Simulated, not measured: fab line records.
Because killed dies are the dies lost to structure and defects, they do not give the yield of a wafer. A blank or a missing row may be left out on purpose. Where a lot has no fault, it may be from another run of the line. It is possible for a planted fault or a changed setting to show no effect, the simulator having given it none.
What tool caused it? || flow nand_harc || 11 lots with 33 wafers sampled at 5 steps, on a route of 1302 steps

WHAT THE GAUGES SHOWED, per wafer
NHARC_END_SORT_01.
{"lot": "L871", "measured": "day 25 13:08", "on": "prober-01", "killed_at_array": "64 41 51", "killed_at_other": "3 0 1", "killed_at_periphery": "8 6 5", "killed_dies": "75 47 57", "killed_open": "2 6 2", "killed_short": "3 4 3"}
{"lot": "L868", "measured": "day 25 15:17", "on": "prober-02", "killed_at_array": "56 67 65", "killed_at_other": "1 2 0", "killed_at_periphery": "1 2 3", "killed_dies": "58 71 68", "killed_open": "1 4 0", "killed_short": "3 1 1"}
{"lot": "L874", "measured": "day 26 05:01", "on": "prober-02", "killed_at_array": "29 28 21", "killed_at_other": "2 1 1", "killed_at_periphery": "1 2 7", "killed_dies": "32 31 29", "killed_open": "1 4 9", "killed_short": "4 4 2"}
{"lot": "L878", "measured": "day 28 10:50", "on": "prober-01", "killed_at_array": "63 59 65", "killed_at_other": "2 3 1", "killed_at_periphery": "6 10 7", "killed_dies": "71 72 73", "killed_open": "2 5 6", "killed_short": "4 1 1"}
{"lot": "L879", "measured": "day 28 21:06", "on": "prober-01", "killed_at_array": "67 74 66", "killed_at_other": "0 0 2", "killed_at_periphery": "7 9 4", "killed_dies": "74 83 72", "killed_open": "1 3 0", "killed_short": "2 2 2"}
{"lot": "L887", "measured": "day 32 00:02", "on": "prober-01", "killed_at_array": "673 673 672", "killed_at_other": "0 3 2", "killed_at_periphery": "4 1 3", "killed_dies": "677 677 677", "killed_open": "5 1 5", "killed_short": "4 4 2"}
{"lot": "L888", "measured": "day 33 00:26", "on": "prober-02", "killed_at_array": "665 670 668", "killed_at_other": "4 1 3", "killed_at_periphery": "8 6 6", "killed_dies": "677 677 677", "killed_open": "1 4 2", "killed_short": "3 2 0"}

EACH LOT AND THE TOOL THAT RAN IT (in order: tool; ch and the chambers of the sampled wafers; start)
{"lot": "L871", "NHARC_A_STAIRCASE_TRIM_220": "rie_diel-07 ch 2,3, day 16 19:20", "NHARC_A_STAIRCASE_ETCH_223": "rie_diel-07 ch 0,1,3, day 16 19:43", "NHARC_A_STAIRCASE_TRIM_226": "rie_diel-07 ch 2,3, day 25 13:08 or earlier", "NHARC_A_STAIRCASE_TRIM_233": "rie_diel-06 ch 0,1,3, day 25 13:08 or earlier"}
{"lot": "L868", "NHARC_A_STAIRCASE_TRIM_220": "rie_diel-07 ch 0,2,3, day 16 23:55", "NHARC_A_STAIRCASE_ETCH_223": "rie_diel-07 ch 0,1,2, day 17 00:17", "NHARC_A_STAIRCASE_TRIM_226": "rie_diel-07 ch 0,1,3, day 25 15:17 or earlier", "NHARC_A_STAIRCASE_TRIM_233": "rie_diel-06 ch 0,3, day 25 15:17 or earlier"}
{"lot": "L869", "NHARC_A_STAIRCASE_TRIM_220": "rie_diel-08 ch 0,2,3, day 17 00:34", "NHARC_A_STAIRCASE_ETCH_223": "rie_diel-08 ch 0,1,3, day 17 00:55", "NHARC_A_STAIRCASE_TRIM_226": "rie_diel-08 ch 0,1,2, no start", "NHARC_A_STAIRCASE_TRIM_233": "rie_diel-08 ch 0,2,3, no start"}
{"lot": "L874", "NHARC_A_STAIRCASE_TRIM_220": "rie_diel-07 ch 0,3, day 18 02:36", "NHARC_A_STAIRCASE_ETCH_223": "rie_diel-07 ch 0,1, day 18 03:03", "NHARC_A_STAIRCASE_TRIM_226": "rie_diel-07 ch 2,3, day 26 05:01 or earlier", "NHARC_A_STAIRCASE_TRIM_233": "rie_diel-07 ch 0,1,3, day 26 05:01 or earlier"}
{"lot": "L876", "NHARC_A_STAIRCASE_TRIM_220": "rie_diel-08 ch 0,2,3, day 19 04:09", "NHARC_A_STAIRCASE_ETCH_223": "rie_diel-08 ch 0,1,2, day 19 04:52", "NHARC_A_STAIRCASE_TRIM_226": "rie_diel-08 ch 0,1,3, no start", "NHARC_A_STAIRCASE_TRIM_233": "rie_diel-08 ch 0,1, no start"}
{"lot": "L877", "NHARC_A_STAIRCASE_TRIM_220": "rie_diel-07 ch 0,3, day 19 17:08", "NHARC_A_STAIRCASE_ETCH_223": "rie_diel-07 ch 0,1,3, day 19 17:49", "NHARC_A_STAIRCASE_TRIM_226": "rie_diel-07 ch 0,2,3, no start", "NHARC_A_STAIRCASE_TRIM_233": "rie_diel-07 ch 1,2,3, no start"}
{"lot": "L878", "NHARC_A_STAIRCASE_TRIM_220": "rie_diel-06 ch 0,1,3, day 20 07:16", "NHARC_A_STAIRCASE_ETCH_223": "rie_diel-06 ch 0,1,3, day 20 07:43", "NHARC_A_STAIRCASE_TRIM_226": "rie_diel-06 ch 0,1,3, day 28 10:50 or earlier", "NHARC_A_STAIRCASE_TRIM_233": "rie_diel-06 ch 0,1,3, day 28 10:50 or earlier"}
{"lot": "L879", "NHARC_A_STAIRCASE_TRIM_220": "rie_diel-08 ch 2,3, day 20 07:56", "NHARC_A_STAIRCASE_ETCH_223": "rie_diel-08 ch 1,2,3, day 20 08:41", "NHARC_A_STAIRCASE_TRIM_226": "rie_diel-08 ch 1,2,3, day 28 21:06 or earlier", "NHARC_A_STAIRCASE_TRIM_233": "rie_diel-08 ch 0,2,3, day 28 21:06 or earlier"}
{"lot": "L880", "NHARC_A_STAIRCASE_TRIM_220": "rie_diel-06 ch 0,1, day 20 13:05", "NHARC_A_STAIRCASE_ETCH_223": "rie_diel-06 ch 0,1, day 20 13:33", "NHARC_A_STAIRCASE_TRIM_226": "rie_diel-06 ch 0,1,3, no start", "NHARC_A_STAIRCASE_TRIM_233": "rie_diel-07 ch 0,2,3, no start"}
{"lot": "L887", "NHARC_A_STAIRCASE_TRIM_220": "rie_diel-06 ch 0,3, day 23 15:01", "NHARC_A_STAIRCASE_ETCH_223": "rie_diel-06 ch 0,2,3, day 23 15:25", "NHARC_A_STAIRCASE_TRIM_226": "rie_diel-06 ch 1,2, day 32 00:02 or earlier", "NHARC_A_STAIRCASE_TRIM_233": "rie_diel-06 ch 0,1,2, day 32 00:02 or earlier"}
{"lot": "L888", "NHARC_A_STAIRCASE_TRIM_220": "rie_diel-06 ch 0,1,3, day 24 15:25", "NHARC_A_STAIRCASE_ETCH_223": "rie_diel-06 ch 1,2,3, day 24 15:49", "NHARC_A_STAIRCASE_TRIM_226": "rie_diel-06 ch 0,1,2, day 33 00:26 or earlier", "NHARC_A_STAIRCASE_TRIM_233": "rie_diel-08 ch 1,2,3, day 33 00:26 or earlier"}
- NHARC_A_STAIRCASE_TRIM_220: chemistry O2, time 211.2 s.
- NHARC_A_STAIRCASE_ETCH_223: etches the open film in C4F8/O2, target depth 100 nm, time 40.5 s.
- NHARC_A_STAIRCASE_TRIM_226: chemistry O2, time 211.2 s.
- NHARC_A_STAIRCASE_TRIM_233: chemistry O2, time 211.2 s.

AS READ BY THE TOOLS THEMSELVES (means over the sampled wafers that have a number; for cases with no such wafer, the mark the record gives instead)
NHARC_A_STAIRCASE_TRIM_220.
{"lot": "L871", "tool": "rie_diel-07", "drypump_motor_current_A (A)": 5.3, "o2_flow_sccm (sccm)": 498.4, "oes_product_au (a.u.)": 0.993, "rf_vpp_V (V)": 58.0, "showerhead_plenum_p_Torr (Torr)": 3.54, "throttle_valve_pct (%)": 17.041}
{"lot": "L868", "tool": "rie_diel-07", "drypump_motor_current_A (A)": 5.6, "o2_flow_sccm (sccm)": 498.3, "oes_product_au (a.u.)": 0.989, "rf_vpp_V (V)": 59.1, "showerhead_plenum_p_Torr (Torr)": 3.62, "throttle_valve_pct (%)": 17.032}
{"lot": "L869", "tool": "rie_diel-08", "drypump_motor_current_A (A)": 5.4, "o2_flow_sccm (sccm)": 500.0, "oes_product_au (a.u.)": 1.001, "rf_vpp_V (V)": 57.3, "showerhead_plenum_p_Torr (Torr)": 3.46, "throttle_valve_pct (%)": 17.046}
{"lot": "L874", "tool": "rie_diel-07", "drypump_motor_current_A (A)": 5.6, "o2_flow_sccm (sccm)": 499.4, "oes_product_au (a.u.)": 0.989, "rf_vpp_V (V)": 58.2, "showerhead_plenum_p_Torr (Torr)": 3.56, "throttle_valve_pct (%)": 17.032}
{"lot": "L876", "tool": "rie_diel-08", "drypump_motor_current_A (A)": 5.4, "o2_flow_sccm (sccm)": 502.0, "oes_product_au (a.u.)": 1.003, "rf_vpp_V (V)": 57.6, "showerhead_plenum_p_Torr (Torr)": 3.45, "throttle_valve_pct (%)": 17.033}
{"lot": "L877", "tool": "rie_diel-07", "drypump_motor_current_A (A)": 5.9, "o2_flow_sccm (sccm)": 501.0, "oes_product_au (a.u.)": 0.985, "rf_vpp_V (V)": 57.5, "showerhead_plenum_p_Torr (Torr)": 3.64, "throttle_valve_pct (%)": 17.039}
{"lot": "L878", "tool": "rie_diel-06", "drypump_motor_current_A (A)": 5.7, "o2_flow_sccm (sccm)": 498.4, "oes_product_au (a.u.)": 0.988, "rf_vpp_V (V)": 57.7, "showerhead_plenum_p_Torr (Torr)": 3.56, "throttle_valve_pct (%)": 17.040}
{"lot": "L879", "tool": "rie_diel-08", "drypump_motor_current_A (A)": 5.5, "o2_flow_sccm (sccm)": 499.0, "oes_product_au (a.u.)": 0.994, "rf_vpp_V (V)": 57.5, "showerhead_plenum_p_Torr (Torr)": 3.38, "throttle_valve_pct (%)": 17.035}
{"lot": "L880", "tool": "rie_diel-06", "drypump_motor_current_A (A)": 5.6, "o2_flow_sccm (sccm)": 500.6, "oes_product_au (a.u.)": 0.990, "rf_vpp_V (V)": 58.9, "showerhead_plenum_p_Torr (Torr)": 3.63, "throttle_valve_pct (%)": 17.033}
{"lot": "L887", "tool": "rie_diel-06", "drypump_motor_current_A (A)": 5.6, "o2_flow_sccm (sccm)": 501.2, "oes_product_au (a.u.)": 0.983, "rf_vpp_V (V)": 57.9, "showerhead_plenum_p_Torr (Torr)": 3.62, "throttle_valve_pct (%)": 17.047}
{"lot": "L888", "tool": "rie_diel-06", "drypump_motor_current_A (A)": 5.7, "o2_flow_sccm (sccm)": 500.2, "oes_product_au (a.u.)": 0.998, "rf_vpp_V (V)": 58.2, "showerhead_plenum_p_Torr (Torr)": 3.54, "throttle_valve_pct (%)": 17.039}

NHARC_A_STAIRCASE_ETCH_223.
{"lot": "L871", "tool": "rie_diel-07", "oes_product_au (a.u.)": 0.949, "rf_fwd_power_W (W)": 593, "rf_vpp_V (V)": 898}
{"lot": "L868", "tool": "rie_diel-07", "oes_product_au (a.u.)": 0.950, "rf_fwd_power_W (W)": 595, "rf_vpp_V (V)": 901}
{"lot": "L869", "tool": "rie_diel-08", "oes_product_au (a.u.)": 0.958, "rf_fwd_power_W (W)": 592, "rf_vpp_V (V)": 894}
{"lot": "L874", "tool": "rie_diel-07", "oes_product_au (a.u.)": 0.933, "rf_fwd_power_W (W)": 596, "rf_vpp_V (V)": 901}
{"lot": "L876", "tool": "rie_diel-08", "oes_product_au (a.u.)": 0.948, "rf_fwd_power_W (W)": 595, "rf_vpp_V (V)": 896}
{"lot": "L877", "tool": "rie_diel-07", "oes_product_au (a.u.)": 0.925, "rf_fwd_power_W (W)": 593, "rf_vpp_V (V)": 899}
{"lot": "L878", "tool": "rie_diel-06", "oes_product_au (a.u.)": 0.939, "rf_fwd_power_W (W)": 590, "rf_vpp_V (V)": 898}
{"lot": "L879", "tool": "rie_diel-08", "oes_product_au (a.u.)": 0.945, "rf_fwd_power_W (W)": 593, "rf_vpp_V (V)": 894}
{"lot": "L880", "tool": "rie_diel-06", "oes_product_au (a.u.)": 0.937, "rf_fwd_power_W (W)": 590, "rf_vpp_V (V)": 900}
{"lot": "L887", "tool": "rie_diel-06", "oes_product_au (a.u.)": 1.141, "rf_fwd_power_W (W)": 828, "rf_vpp_V (V)": 896}
{"lot": "L888", "tool": "rie_diel-06", "oes_product_au (a.u.)": 1.167, "rf_fwd_power_W (W)": 828, "rf_vpp_V (V)": 893}

NHARC_A_STAIRCASE_TRIM_226.
{"lot": "L871", "tool": "rie_diel-07", "drypump_motor_current_A (A)": 5.3, "o2_flow_sccm (sccm)": 500.2, "oes_product_au (a.u.)": 0.987, "rf_vpp_V (V)": 58.6, "showerhead_plenum_p_Torr (Torr)": 3.60, "throttle_valve_pct (%)": 17.042}
{"lot": "L868", "tool": "rie_diel-07", "drypump_motor_current_A (A)": 5.5, "o2_flow_sccm (sccm)": 498.8, "oes_product_au (a.u.)": 0.987, "rf_vpp_V (V)": 57.7, "showerhead_plenum_p_Torr (Torr)": 3.61, "throttle_valve_pct (%)": 17.037}
{"lot": "L869", "tool": "rie_diel-08", "drypump_motor_current_A (A)": 5.4, "o2_flow_sccm (sccm)": 500.2, "oes_product_au (a.u.)": 1.007, "rf_vpp_V (V)": 58.2, "showerhead_plenum_p_Torr (Torr)": 3.54, "throttle_valve_pct (%)": 17.037}
{"lot": "L874", "tool": "rie_diel-07", "drypump_motor_current_A (A)": 5.3, "o2_flow_sccm (sccm)": 498.8, "oes_product_au (a.u.)": 0.987, "rf_vpp_V (V)": 57.1, "showerhead_plenum_p_Torr (Torr)": 3.59, "throttle_valve_pct (%)": 17.035}
{"lot": "L876", "tool": "rie_diel-08", "drypump_motor_current_A (A)": 5.5, "o2_flow_sccm (sccm)": 499.3, "oes_product_au (a.u.)": 0.998, "rf_vpp_V (V)": 59.0, "showerhead_plenum_p_Torr (Torr)": 3.48, "throttle_valve_pct (%)": 17.030}
{"lot": "L877", "tool": "rie_diel-07", "drypump_motor_current_A (A)": 5.6, "o2_flow_sccm (sccm)": 499.9, "oes_product_au (a.u.)": 0.994, "rf_vpp_V (V)": 57.8, "showerhead_plenum_p_Torr (Torr)": 3.61, "throttle_valve_pct (%)": 17.032}
{"lot": "L878", "tool": "rie_diel-06", "drypump_motor_current_A (A)": 5.7, "o2_flow_sccm (sccm)": 498.5, "oes_product_au (a.u.)": 1.003, "rf_vpp_V (V)": 58.3, "showerhead_plenum_p_Torr (Torr)": 3.56, "throttle_valve_pct (%)": 17.026}
{"lot": "L879", "tool": "rie_diel-08", "drypump_motor_current_A (A)": 5.5, "o2_flow_sccm (sccm)": 499.7, "oes_product_au (a.u.)": 1.004, "rf_vpp_V (V)": 58.0, "showerhead_plenum_p_Torr (Torr)": 3.46, "throttle_valve_pct (%)": 17.035}
{"lot": "L880", "tool": "rie_diel-06", "drypump_motor_current_A (A)": 5.7, "o2_flow_sccm (sccm)": 499.7, "oes_product_au (a.u.)": 0.996, "rf_vpp_V (V)": 57.4, "showerhead_plenum_p_Torr (Torr)": 3.56, "throttle_valve_pct (%)": 17.031}
{"lot": "L887", "tool": "rie_diel-06", "drypump_motor_current_A (A)": 6.0, "o2_flow_sccm (sccm)": 499.1, "oes_product_au (a.u.)": 1.003, "rf_vpp_V (V)": 57.5, "showerhead_plenum_p_Torr (Torr)": 3.46, "throttle_valve_pct (%)": 17.039}
{"lot": "L888", "tool": "rie_diel-06", "drypump_motor_current_A (A)": 5.9, "o2_flow_sccm (sccm)": 499.9, "oes_product_au (a.u.)": 0.995, "rf_vpp_V (V)": 57.8, "showerhead_plenum_p_Torr (Torr)": 3.52, "throttle_valve_pct (%)": 17.032}

NHARC_A_STAIRCASE_TRIM_233.
{"lot": "L871", "tool": "rie_diel-06", "drypump_motor_current_A (A)": 5.7, "o2_flow_sccm (sccm)": 501.0, "oes_product_au (a.u.)": 0.998, "rf_vpp_V (V)": 57.8, "showerhead_plenum_p_Torr (Torr)": 3.58, "throttle_valve_pct (%)": 17.038}
{"lot": "L868", "tool": "rie_diel-06", "drypump_motor_current_A (A)": 5.8, "o2_flow_sccm (sccm)": 502.0, "oes_product_au (a.u.)": 1.000, "rf_vpp_V (V)": 58.2, "showerhead_plenum_p_Torr (Torr)": 3.58, "throttle_valve_pct (%)": 17.032}
{"lot": "L869", "tool": "rie_diel-08", "drypump_motor_current_A (A)": 5.4, "o2_flow_sccm (sccm)": 499.6, "oes_product_au (a.u.)": 1.000, "rf_vpp_V (V)": 57.4, "showerhead_plenum_p_Torr (Torr)": 3.46, "throttle_valve_pct (%)": 17.036}
{"lot": "L874", "tool": "rie_diel-07", "drypump_motor_current_A (A)": 5.5, "o2_flow_sccm (sccm)": 499.0, "oes_product_au (a.u.)": 0.991, "rf_vpp_V (V)": 58.4, "showerhead_plenum_p_Torr (Torr)": 3.61, "throttle_valve_pct (%)": 17.042}
{"lot": "L876", "tool": "rie_diel-08", "drypump_motor_current_A (A)": 5.5, "o2_flow_sccm (sccm)": 499.1, "oes_product_au (a.u.)": 1.011, "rf_vpp_V (V)": 57.8, "showerhead_plenum_p_Torr (Torr)": 3.56, "throttle_valve_pct (%)": 17.030}
{"lot": "L877", "tool": "rie_diel-07", "drypump_motor_current_A (A)": 5.2, "o2_flow_sccm (sccm)": 499.7, "oes_product_au (a.u.)": 0.994, "rf_vpp_V (V)": 58.5, "showerhead_plenum_p_Torr (Torr)": 3.57, "throttle_valve_pct (%)": 17.032}
{"lot": "L878", "tool": "rie_diel-06", "drypump_motor_current_A (A)": 5.7, "o2_flow_sccm (sccm)": 498.8, "oes_product_au (a.u.)": 0.997, "rf_vpp_V (V)": 57.7, "showerhead_plenum_p_Torr (Torr)": 3.56, "throttle_valve_pct (%)": 17.043}
{"lot": "L879", "tool": "rie_diel-08", "drypump_motor_current_A (A)": 5.4, "o2_flow_sccm (sccm)": 501.3, "oes_product_au (a.u.)": 1.004, "rf_vpp_V (V)": 57.7, "showerhead_plenum_p_Torr (Torr)": 3.44, "throttle_valve_pct (%)": 17.034}
{"lot": "L880", "tool": "rie_diel-07", "drypump_motor_current_A (A)": 5.6, "o2_flow_sccm (sccm)": 500.8, "oes_product_au (a.u.)": 0.987, "rf_vpp_V (V)": 58.0, "showerhead_plenum_p_Torr (Torr)": 3.61, "throttle_valve_pct (%)": 17.046}
{"lot": "L887", "tool": "rie_diel-06", "drypump_motor_current_A (A)": 5.9, "o2_flow_sccm (sccm)": 500.9, "oes_product_au (a.u.)": 0.996, "rf_vpp_V (V)": 57.8, "showerhead_plenum_p_Torr (Torr)": 3.53, "throttle_valve_pct (%)": 17.033}
{"lot": "L888", "tool": "rie_diel-08", "drypump_motor_current_A (A)": 5.6, "o2_flow_sccm (sccm)": 499.7, "oes_product_au (a.u.)": 0.996, "rf_vpp_V (V)": 58.0, "showerhead_plenum_p_Torr (Torr)": 3.44, "throttle_valve_pct (%)": 17.040}

THE ANSWER, worked out from the rows above alone
Rule: usual is defined by the lots themselves. Put in order of their means at a reading, lots are off if they are a third of the lots or fewer, leave a main group of 4 or more, and stand apart from it by a gap of 3 or more times the standard deviation of the main group's means; of several such gaps the widest counts. If all means in a main group match to the digits the tables above print for the reading, that group is not used. A lot without any number at a reading at which 4 lots or more have one is off too. Any other lot the step has rows for is counted as sound. First the gauges in route order, then the tools' own readings, where a lot's mean is used as printed above. The first step at which some lot is off is used, and at that step the reading that is off furthest; a lot without a number counts as furthest.
Off at NHARC_END_SORT_01 (killed_at_array): L887, L888. The main group has a mean of 54 with a standard deviation of 15. Neither off nor sound, because the step has no rows for them: L869, L876, L877, L880.
If a tool, at a process step before that reading, ran all the lots that are off and no sound lot after the first of them, it fits. Not tried: the gauges at NHARC_END_SORT_01; whatever is off there is also off at NHARC_A_STAIRCASE_ETCH_223, on other tools, and gauge error can't account for it. NHARC_A_STAIRCASE_TRIM_226: start missing for some lots; hours and lot order therefore follow NHARC_END_SORT_01. NHARC_A_STAIRCASE_TRIM_233: start missing for some lots; hours and lot order therefore follow NHARC_END_SORT_01. One fits: rie_diel-06 at NHARC_A_STAIRCASE_TRIM_220 and NHARC_A_STAIRCASE_ETCH_223 and NHARC_A_STAIRCASE_TRIM_226. At NHARC_A_STAIRCASE_TRIM_220 its last sound lot is L878 (day 20 07:16), its first lot that is off L887 (day 23 15:01): a fault that began between those two fits.

WHAT THE SIMULATOR HAD INSERTED
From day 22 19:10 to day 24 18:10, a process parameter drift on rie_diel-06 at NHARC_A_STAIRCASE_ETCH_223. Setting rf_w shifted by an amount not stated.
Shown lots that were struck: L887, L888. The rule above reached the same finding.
